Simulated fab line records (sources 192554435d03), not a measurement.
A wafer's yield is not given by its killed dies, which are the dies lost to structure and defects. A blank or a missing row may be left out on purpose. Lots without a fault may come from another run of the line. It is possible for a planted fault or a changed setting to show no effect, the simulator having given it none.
What tool caused it? -- flow n5-finfet -- Sampling: 24 lots, 72 wafers, 6 of 1938 route steps

== WHAT THE GAUGES SHOWED, per wafer ==
N5_BEOL_M14_OVL_MEAS_29. Usual: for M14_OVL the level is -2 nm and the standard deviation is 5.4.
lot,measured,on,M14_OVL (nm),flag
L074,day 12 02:06,overlay-01,2 8 2,
L075,day 12 04:38,overlay-02,-2 -10 -3,
L078,day 14 06:53,overlay-01,-11 -2 -9,
L077,day 14 11:23,overlay-01,-11 -3 -11,
L080,day 15 10:14,overlay-01,1 7 -5,
L079,day 15 10:41,overlay-02,-10 -2 -3,
L081,day 15 23:10,overlay-01,-2 3 3,
L082,day 16 03:23,overlay-01,-3 -2 -5,
L083,day 16 10:26,overlay-01,7 0 6,
L085,day 16 19:43,overlay-02,-6 -10 -8,
L084,day 16 22:14,overlay-01,-5 -9 -12,
L087,day 17 00:13,overlay-01,1 -8 -11,
L086,day 17 00:56,overlay-01,-9 -6 -6,
L089,day 17 04:10,overlay-01,4 6 7,
L076,day 17 05:44,overlay-01,-9 -6 -8,
L090,day 17 13:17,overlay-02,2 0 -4,
L091,day 18 07:52,overlay-01,-5 2 -1,
L088,day 18 10:29,overlay-02,-3 -5 -7,
L092,day 18 13:21,overlay-02,-3 -3 -6,
L095,day 18 14:05,overlay-01,7 10 0,
L093,day 18 20:44,overlay-02,7 2 2,
L096,day 18 23:13,overlay-02,-5 -9 4,
L094,day 18 23:40,overlay-02,7 2 5,
L097,day 19 04:31,overlay-01,-5 -2 0,

N5_BEOL_M15_INSPECT_30: inspects for defects (macro). Usual: raw-defect-count 2.1, standard deviation 1.6.
lot,measured,on,raw-defect-count,flag
L074,day 12 08:07,defect-inspect-02,2 3 1,
L075,day 12 09:15,defect-inspect-01,5 3 3,
L078,day 14 12:33,defect-inspect-01,2 1 3,
L077,day 14 17:52,defect-inspect-01,3 2 4,
L080,day 15 15:46,defect-inspect-01,2 1 1,
L079,day 15 15:48,defect-inspect-02,6 3 2,
L081,day 16 05:02,defect-inspect-02,2 2 1,
L082,day 16 10:13,defect-inspect-02,1 2 0,
L083,day 16 18:34,defect-inspect-02,0 1 4,
L085,day 17 01:41,defect-inspect-02,1 4 2,
L084,day 17 04:14,defect-inspect-02,0 1 5,
L087,day 17 05:23,defect-inspect-02,3 2 3,
L086,day 17 08:36,defect-inspect-02,3 0 3,
L089,day 17 10:04,defect-inspect-02,4 0 2,
L076,day 17 14:14,defect-inspect-02,2 3 0,
L090,day 17 21:20,defect-inspect-02,1 1 2,
L091,day 18 14:17,defect-inspect-01,1 2 2,
L088,day 18 20:05,defect-inspect-01,5 0 0,
L092,day 18 20:53,defect-inspect-01,0 1 1,
L095,day 18 21:41,defect-inspect-01,3 0 2,
L093,day 19 04:16,defect-inspect-02,1 8 3,
L096,day 19 04:38,defect-inspect-01,1 2 5,
L094,day 19 08:58,defect-inspect-01,3 4 2,
L097,day 19 11:34,defect-inspect-01,4 0 2,

N5_MIM_TOP_LITHO_INSPECT_12: inspects for defects (macro). Usual: raw-defect-count 2.0, standard deviation 1.4.
lot,measured,on,raw-defect-count,flag
L074,day 12 18:12,defect-inspect-02,0 1 3,
L075,day 12 18:22,defect-inspect-02,2 3 1,
L078,day 14 18:52,defect-inspect-01,2 2 3,
L077,day 15 00:02,defect-inspect-02,1 1 1,
L080,day 16 01:35,defect-inspect-02,0 1 2,
L079,day 16 02:26,defect-inspect-02,2 3 2,
L081,day 16 11:26,defect-inspect-02,1 3 4,
L082,day 17 00:32,defect-inspect-02,0 4 1,
L083,day 17 02:51,defect-inspect-02,1 1 4,
L085,day 17 10:46,defect-inspect-02,2 2 2,
L084,day 17 11:17,defect-inspect-02,3 1 1,
L087,day 17 17:13,defect-inspect-02,3 2 3,
L086,day 17 17:52,defect-inspect-02,0 1 0,
L089,day 17 20:56,defect-inspect-02,1 5 1,
L076,day 17 21:56,defect-inspect-02,3 2 2,
L090,day 18 04:38,defect-inspect-02,2 2 3,
L091,day 18 23:46,defect-inspect-01,1 1 1,
L088,day 19 06:53,defect-inspect-01,1 3 3,
L092,day 19 14:32,defect-inspect-02,1 4 1,
L095,day 19 14:59,defect-inspect-01,2 3 6,
L093,day 19 14:18,defect-inspect-02,0 4 3,
L096,day 19 15:09,defect-inspect-02,1 2 0,
L094,day 19 15:26,defect-inspect-02,1 0 1,
L097,day 19 20:26,defect-inspect-02,1 2 1,

== WHICH TOOL RAN EACH LOT (tool, then ch and the chambers of the sampled wafers, then the start) ==
lot,N5_BEOL_M14_SPUTTER_45,N5_BEOL_M15_SPUTTER_44,N5_BEOL_M15_DEP_53
L074,"pvd-sputter-03, day 12 04:52","pvd-sputter-01, day 12 12:28","pecvd-01 ch 0,2, day 12 13:41"
L075,"pvd-sputter-02, day 12 05:54","pvd-sputter-02, day 12 12:56","pecvd-02 ch 0,1, day 12 14:01"
L078,"pvd-sputter-01, day 14 08:35","pvd-sputter-01, day 14 14:23","pecvd-01 ch 0,2, day 14 15:30"
L077,"pvd-sputter-02, day 14 14:27","pvd-sputter-02, day 14 18:50","pecvd-02 ch 0,1,2, day 14 19:59"
L080,"pvd-sputter-02, day 15 12:22","pvd-sputter-01, day 15 20:50","pecvd-01 ch 0,2, day 15 22:10"
L079,"pvd-sputter-03, day 15 12:24","pvd-sputter-02, day 15 21:29","pecvd-01 ch 0,1, day 15 22:35"
L081,"pvd-sputter-02, day 16 01:52","pvd-sputter-01, day 16 06:55","pecvd-04 ch 0,1, day 16 08:47"
L082,"pvd-sputter-02, day 16 06:09","pvd-sputter-02, day 16 18:30","pecvd-04 ch 0,1, day 16 19:36"
L083,"pvd-sputter-03, day 16 15:17","pvd-sputter-01, day 16 20:55","pecvd-02 ch 0,1, day 16 22:26"
L085,"pvd-sputter-03, day 16 21:51","pvd-sputter-02, day 17 04:49","pecvd-04 ch 0,1,2, day 17 05:55"
L084,"pvd-sputter-03, day 17 00:34","pvd-sputter-03, day 17 05:41","pecvd-04 ch 0,1, day 17 07:13"
L087,"pvd-sputter-03, day 17 01:50","pvd-sputter-02, day 17 08:40","pecvd-01 ch 0,2, day 17 09:45"
L086,"pvd-sputter-03, day 17 05:07","pvd-sputter-01, day 17 10:37","pecvd-02 ch 2, day 17 11:44"
L089,"pvd-sputter-02, day 17 06:08","pvd-sputter-01, day 17 15:38","pecvd-04 ch 1,2, day 17 16:45"
L076,"pvd-sputter-03, day 17 11:02","pvd-sputter-01, day 17 16:33","pecvd-01 ch 0,2, day 17 17:48"
L090,"pvd-sputter-01, day 17 17:34","pvd-sputter-01, day 18 00:12","pecvd-02 ch 0,2, day 18 01:32"
L091,"pvd-sputter-01, day 18 10:37","pvd-sputter-02, day 18 17:25","pecvd-02 ch 0,1, day 18 18:30"
L088,"pvd-sputter-03, day 18 16:52","pvd-sputter-03, day 19 01:29","pecvd-04 ch 0,1, day 19 02:36"
L092,"pvd-sputter-03, day 18 17:24","pvd-sputter-03, day 19 07:18","pecvd-04 ch 0,1,2, day 19 08:56"
L095,"pvd-sputter-01, day 18 17:32","pvd-sputter-02, day 19 07:42","pecvd-01 ch 1,2, day 19 09:19"
L093,"pvd-sputter-03, day 19 00:47","pvd-sputter-02, day 19 07:18","pecvd-02 ch 0,1,2, day 19 08:43"
L096,"pvd-sputter-02, day 19 01:22","pvd-sputter-03, day 19 07:44","pecvd-01 ch 0,1,2, day 19 09:29"
L094,"pvd-sputter-02, day 19 05:41","pvd-sputter-03, day 19 10:47","pecvd-04 ch 0,2, day 19 11:52"
L097,"pvd-sputter-01, day 19 07:23","pvd-sputter-02, day 19 14:31","pecvd-04 ch 0,1,2, day 19 15:48"
- N5_BEOL_M14_SPUTTER_45: material Cu, target thk 100 nm, time 16.67 s.
- N5_BEOL_M15_SPUTTER_44: material Ta, target thk 15 nm, time 24.19 s.
- N5_BEOL_M15_DEP_53: deposits SiCN from 3MS/NH3, target thk 50 nm, time 17.8 s.

== AS READ BY THE TOOLS THEMSELVES (means over the sampled wafers that have a number; for cases with no such wafer, the mark the record gives instead) ==
N5_BEOL_M14_SPUTTER_45. Usual: chamber-pressure-pa 0.12997 Pa, standard deviation 0.00023; susceptor-temp-C -20.00 C, standard deviation 0.12; throttle-valve-pct 30.2 %, standard deviation 0.72.
lot,tool,chamber-pressure-pa (Pa),susceptor-temp-C (C),throttle-valve-pct (%),flag
L074,pvd-sputter-03,0.13006,-20.09,29.8,
L075,pvd-sputter-02,0.12998,-20.07,30.8,
L078,pvd-sputter-01,0.13002,-19.96,29.9,
L077,pvd-sputter-02,0.12984,-20.11,30.5,
L080,pvd-sputter-02,0.13020,-20.00,30.3,
L079,pvd-sputter-03,0.13012,-20.04,30.4,
L081,pvd-sputter-02,0.13015,-19.89,29.5,
L082,pvd-sputter-02,0.12972,-20.14,30.2,
L083,pvd-sputter-03,0.12983,-19.94,30.5,
L085,pvd-sputter-03,0.12991,-19.86,29.8,
L084,pvd-sputter-03,0.12982,-19.99,30.3,
L087,pvd-sputter-03,0.12979,-19.93,30.1,
L086,pvd-sputter-03,0.12974,-19.97,30.6,
L089,pvd-sputter-02,0.13003,-20.01,30.0,
L076,pvd-sputter-03,0.13004,-19.96,30.4,
L090,pvd-sputter-01,0.13012,-20.05,30.5,
L091,pvd-sputter-01,0.12974,-19.94,29.9,
L088,pvd-sputter-03,0.12999,-20.03,29.8,
L092,pvd-sputter-03,0.13004,-20.05,30.3,
L095,pvd-sputter-01,0.12997,-20.02,31.0,
L093,pvd-sputter-03,0.12964,-19.80,30.7,
L096,pvd-sputter-02,0.12980,-20.01,30.1,
L094,pvd-sputter-02,0.12994,-20.05,30.5,
L097,pvd-sputter-01,0.13004,-20.01,30.0,

N5_BEOL_M15_SPUTTER_44. Usual: chamber-pressure-pa 0.07002 Pa, standard deviation 0.00013; susceptor-temp-C 49.98 C, standard deviation 0.13; throttle-valve-pct 30.3 %, standard deviation 0.78.
lot,tool,chamber-pressure-pa (Pa),susceptor-temp-C (C),throttle-valve-pct (%),flag
L074,pvd-sputter-01,0.06993,49.78,30.4,
L075,pvd-sputter-02,0.07005,49.99,30.2,
L078,pvd-sputter-01,0.07005,49.89,30.9,
L077,pvd-sputter-02,0.07010,50.12,30.6,
L080,pvd-sputter-01,0.06985,50.00,29.7,
L079,pvd-sputter-02,0.06998,49.95,30.7,
L081,pvd-sputter-01,0.07018,49.82,30.6,
L082,pvd-sputter-02,0.07008,50.05,30.3,
L083,pvd-sputter-01,0.07005,49.90,30.5,
L085,pvd-sputter-02,0.07005,50.08,30.0,
L084,pvd-sputter-03,0.06993,49.96,29.8,
L087,pvd-sputter-02,0.07004,49.98,30.6,
L086,pvd-sputter-01,0.06999,49.99,30.4,
L089,pvd-sputter-01,0.06991,49.99,30.2,
L076,pvd-sputter-01,0.07007,49.84,30.4,
L090,pvd-sputter-01,0.06998,49.88,31.2,
L091,pvd-sputter-02,0.07009,50.02,30.3,
L088,pvd-sputter-03,0.06989,49.97,30.0,
L092,pvd-sputter-03,0.06995,50.00,30.1,
L095,pvd-sputter-02,0.07016,49.99,30.8,
L093,pvd-sputter-02,0.07008,49.96,31.0,
L096,pvd-sputter-03,0.06997,50.02,30.6,
L094,pvd-sputter-03,0.06996,49.92,30.0,
L097,pvd-sputter-02,0.07002,50.02,30.1,

N5_BEOL_M15_DEP_53. Usual: showerhead-plenum-p-Torr 4.163 Torr, standard deviation 0.029; showerhead-vpp-V 1588 V, standard deviation 95; throttle-valve-pct 18.2 %, standard deviation 1.1.
lot,tool,showerhead-plenum-p-Torr (Torr),showerhead-vpp-V (V),throttle-valve-pct (%),flag
L074,pecvd-01,4.152,1631,17.8,
L075,pecvd-02,4.168,1469,18.9,
L078,pecvd-01,4.148,1612,17.8,
L077,pecvd-02,4.168,1512,18.5,
L080,pecvd-01,4.152,1603,17.9,
L079,pecvd-01,4.154,1532,17.0,
L081,pecvd-04,4.174,1652,19.7,
L082,pecvd-04,4.173,1652,19.7,
L083,pecvd-02,4.174,1462,19.2,
L085,pecvd-04,4.170,1627,18.8,
L084,pecvd-04,4.167,1655,19.5,
L087,pecvd-01,4.147,1644,18.0,
L086,pecvd-02,4.189,1544,17.9,
L089,pecvd-04,4.193,1572,19.7,
L076,pecvd-01,4.147,1642,18.0,
L090,pecvd-02,4.134,1558,18.0,
L091,pecvd-02,4.165,1477,17.0,
L088,pecvd-04,4.147,1729,19.0,
L092,pecvd-04,4.173,1645,19.0,
L095,pecvd-01,4.163,1522,16.9,
L093,pecvd-02,4.162,1520,17.6,
L096,pecvd-01,4.157,1568,17.2,
L094,pecvd-04,4.156,1727,18.4,
L097,pecvd-04,4.178,1631,18.8,

== THE ANSWER, worked out from the rows above alone ==
Rule: a lot counts as off when the mean over its wafers that have a number is more than 3 standard deviations away from the usual mean. A lot without any number at a reading at which 4 lots or more have one is off too. All remaining lots with rows at the step are treated as sound. After the gauges, taken in route order, come the tools' own readings; for these a lot's mean is taken, as printed above. The first step at which some lot is off is used, and at that step the reading that is off furthest; a lot without a number counts as furthest.
No lot is off at any reading shown: from this, nothing can be told.

== WHAT THE SIMULATOR HAD INSERTED ==
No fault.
